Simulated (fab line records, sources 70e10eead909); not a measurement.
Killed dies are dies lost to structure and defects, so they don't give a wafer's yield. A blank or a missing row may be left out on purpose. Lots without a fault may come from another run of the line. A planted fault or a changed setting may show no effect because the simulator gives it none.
Which tool did it? | flow nand_harc | 24 lots, 72 wafers sampled, at 3 steps of a route of 1302

WHAT THE GAUGES READ, wafer by wafer
NHARC_P_STI_CD_MEAS_09: target cd 200 nm.
lot  | measured     | on        | cd_nm (nm)
L074 | day 2 21:53  | cd_sem-03 | 200 205 207
L075 | day 3 07:34  | cd_sem-01 | 193 194 199
L076 | day 3 16:26  | cd_sem-02 | 194 195 192
L077 | day 4 05:10  | cd_sem-01 | 195 202 197
L078 | day 4 13:38  | cd_sem-03 | 204 199 199
L079 | day 4 21:34  | cd_sem-02 | 199 197 195
L080 | day 5 08:02  | cd_sem-03 | 198 201 197
L081 | day 5 17:01  | cd_sem-02 | 196 198 202
L082 | day 6 04:54  | cd_sem-02 | 202 205 200
L083 | day 6 16:38  | cd_sem-01 | 200 202 200
L084 | day 7 03:35  | cd_sem-03 | 197 200 199
L085 | day 7 12:24  | cd_sem-01 | 199 206 200
L086 | day 7 19:53  | cd_sem-03 | 200 196 197
L087 | day 8 04:53  | cd_sem-03 | 202 206 208
L088 | day 8 15:13  | cd_sem-03 | 203 195 196
L089 | day 9 02:09  | cd_sem-03 | 197 194 195
L090 | day 9 13:40  | cd_sem-01 | 202 200 196
L091 | day 9 21:58  | cd_sem-02 | 202 198 204
L092 | day 10 17:42 | cd_sem-01 | 203 200 199
L093 | day 10 17:32 | cd_sem-01 | 203 201 206
L094 | day 11 06:31 | cd_sem-03 | 203 197 204
L095 | day 11 16:34 | cd_sem-03 | 202 201 201
L096 | day 12 04:43 | cd_sem-01 | 197 202 195
L097 | day 12 08:58 | cd_sem-01 | 194 196 198

NHARC_P_STI_OVL_MEAS_10.
lot  | measured     | on         | overlay_x_nm (nm) | overlay_y_nm (nm)
L074 | day 2 21:58  | overlay-02 | 2 2 2             | -6 -7 -7
L075 | day 3 07:39  | overlay-02 | -1 -1 -1          | -2 -2 -2
L076 | day 3 16:31  | overlay-02 | 0 0 0             | 3 2 3
L077 | day 4 05:15  | overlay-02 | -4 -4 -4          | -5 -5 -5
L078 | day 4 13:44  | overlay-01 | 8 8 8             | 2 2 2
L079 | day 4 21:40  | overlay-01 | 3 2 2             | 5 5 5
L080 | day 5 08:07  | overlay-02 | 3 2 3             | 4 4 5
L081 | day 5 17:07  | overlay-02 | -5 -5 -5          | 7 7 7
L082 | day 6 04:59  | overlay-01 | 0 1 0             | -2 -1 -2
L083 | day 6 16:43  | overlay-02 | -8 -7 -7          | 1 0 0
L084 | day 7 03:40  | overlay-02 | 8 8 8             | -5 -5 -5
L085 | day 7 12:29  | overlay-01 | -2 -3 -3          | -8 -8 -8
L086 | day 7 19:58  | overlay-01 | 5 5 5             | -3 -3 -4
L087 | day 8 04:58  | overlay-01 | 0 0 1             | -4 -4 -4
L088 | day 8 15:17  | overlay-01 | -10 -10 -10       | 3 3 3
L089 | day 9 02:14  | overlay-01 | -1 -1 -1          | -14 -14 -14
L090 | day 9 13:45  | overlay-02 | 7 7 7             | -2 -1 -2
L091 | day 9 22:03  | overlay-02 | 1 0 0             | -1 -1 -1
L092 | day 10 17:47 | overlay-02 | 4 5 4             | 4 4 4
L093 | day 10 17:37 | overlay-02 | 0 0 0             | 1 1 1
L094 | day 11 06:36 | overlay-02 | 4 3 3             | 0 0 1
L095 | day 11 16:38 | overlay-01 | 0 -1 0            | -2 -2 -1
L096 | day 12 04:49 | overlay-01 | 3 3 3             | 9 9 9
L097 | day 12 09:02 | overlay-01 | 3 3 3             | 2 1 2

WHICH TOOL RAN EACH LOT (tool, then ch and the chambers of the sampled wafers, then the start)
lot  | NHARC_P_ZERO_WELL_DESCUM_39
L074 | rie_diel-05 ch 0,3, day 2 00:46
L075 | rie_diel-12 ch 0,3, day 2 10:36
L076 | rie_diel-04 ch 1,2, day 2 20:16
L077 | rie_diel-04 ch 1,2,3, day 3 06:32
L078 | rie_diel-05 ch 0,1,3, day 3 16:11
L079 | rie_diel-12 ch 1,2,3, day 4 02:32
L080 | rie_diel-04 ch 1,3, day 4 12:16
L081 | rie_diel-04 ch 0,1,3, day 4 22:11
L082 | rie_diel-05 ch 1,3, day 5 08:17
L083 | rie_diel-04 ch 0,2,3, day 5 18:17
L084 | rie_diel-12 ch 1,2,3, day 6 04:25
L085 | rie_diel-12 ch 0,2,3, day 6 14:29
L086 | rie_diel-12 ch 0,3, day 7 00:25
L087 | rie_diel-05 ch 1,2,3, day 7 10:16
L088 | rie_diel-04 ch 0,3, day 7 20:25
L089 | rie_diel-05 ch 0,2,3, day 8 06:08
L090 | rie_diel-12 ch 2,3, day 8 16:16
L091 | rie_diel-12 ch 0,1,3, day 9 02:16
L092 | rie_diel-12 ch 0,1, day 9 12:15
L093 | rie_diel-12 ch 0,1,3, day 9 22:40
L094 | rie_diel-04 ch 2,3, day 10 08:32
L095 | rie_diel-04 ch 2,3, day 10 18:49
L096 | rie_diel-05 ch 0,2,3, day 11 04:25
L097 | rie_diel-04 ch 0,1,3, day 11 14:25
- NHARC_P_ZERO_WELL_DESCUM_39: chemistry O2, time 3 s.

WHAT THE TOOLS THEMSELVES READ (means of the sampled wafers that have a number; where no wafer has one, the mark that the record gives instead)
NHARC_P_ZERO_WELL_DESCUM_39.
lot  | tool        | drypump_motor_current_A (A) | oes_product_au (a.u.) | rf_vpp_V (V) | showerhead_plenum_p_Torr (Torr) | throttle_valve_pct (%)
L074 | rie_diel-05 | 5.54                        | 0.993                 | 56.9         | 1.90                            | 11.314
L075 | rie_diel-12 | 5.67                        | 0.983                 | 57.6         | 1.86                            | 11.304
L076 | rie_diel-04 | 5.79                        | 1.012                 | 58.2         | 2.02                            | 11.313
L077 | rie_diel-04 | 5.78                        | 1.020                 | 58.2         | 1.99                            | 11.310
L078 | rie_diel-05 | 5.74                        | 0.988                 | 58.8         | 1.87                            | 11.305
L079 | rie_diel-12 | 5.73                        | 0.995                 | 57.6         | 1.92                            | 11.314
L080 | rie_diel-04 | 5.56                        | 1.010                 | 57.6         | 1.97                            | 11.308
L081 | rie_diel-04 | 5.67                        | 1.007                 | 58.8         | 1.95                            | 11.316
L082 | rie_diel-05 | 5.97                        | 1.001                 | 58.5         | 1.84                            | 11.306
L083 | rie_diel-04 | 5.90                        | 1.009                 | 58.1         | 1.97                            | 11.310
L084 | rie_diel-12 | 5.74                        | 0.981                 | 57.7         | 1.91                            | 11.323
L085 | rie_diel-12 | 5.75                        | 1.000                 | 58.4         | 1.89                            | 11.314
L086 | rie_diel-12 | 5.67                        | 0.979                 | 57.1         | 1.85                            | 11.317
L087 | rie_diel-05 | 5.96                        | 0.994                 | 57.8         | 1.87                            | 11.301
L088 | rie_diel-04 | 5.77                        | 1.018                 | 57.9         | 1.93                            | 11.317
L089 | rie_diel-05 | 5.74                        | 0.986                 | 57.8         | 1.89                            | 11.309
L090 | rie_diel-12 | 5.65                        | 0.974                 | 58.3         | 1.87                            | 11.319
L091 | rie_diel-12 | 5.76                        | 0.993                 | 57.1         | 1.88                            | 11.312
L092 | rie_diel-12 | 5.84                        | 0.997                 | 58.8         | 1.92                            | 11.306
L093 | rie_diel-12 | 5.75                        | 0.995                 | 57.6         | 1.88                            | 11.307
L094 | rie_diel-04 | 5.99                        | 1.002                 | 58.5         | 1.99                            | 11.313
L095 | rie_diel-04 | 6.01                        | 1.001                 | 57.9         | 1.99                            | 11.314
L096 | rie_diel-05 | 5.75                        | 1.000                 | 57.6         | 1.88                            | 11.307
L097 | rie_diel-04 | 5.68                        | 1.004                 | 58.0         | 1.94                            | 11.314

THE ANSWER, worked out from the rows above alone
Rule: what is usual is taken from the lots themselves. Put in order of their means at a reading, lots are off if they are a third of the lots or fewer, leave a main group of 4 or more, and stand apart from it by a gap of 3 or more times the standard deviation of the main group's means; of several such gaps the widest counts. A main group whose means are all the same, to the digits that the tables above print for the reading, isn't used. A lot without any number at a reading at which 4 lots or more have one is off too. The other lots that the step has rows for count as sound. The gauges are gone through in route order, then the tools' own readings, and for those a lot's mean is taken as printed above. The first step at which some lot is off is used, and at that step the reading that is off furthest; a lot without a number counts as furthest.
No lot is off at any reading shown: from this, nothing can be told.

WHAT THE SIMULATOR HAD PUT IN
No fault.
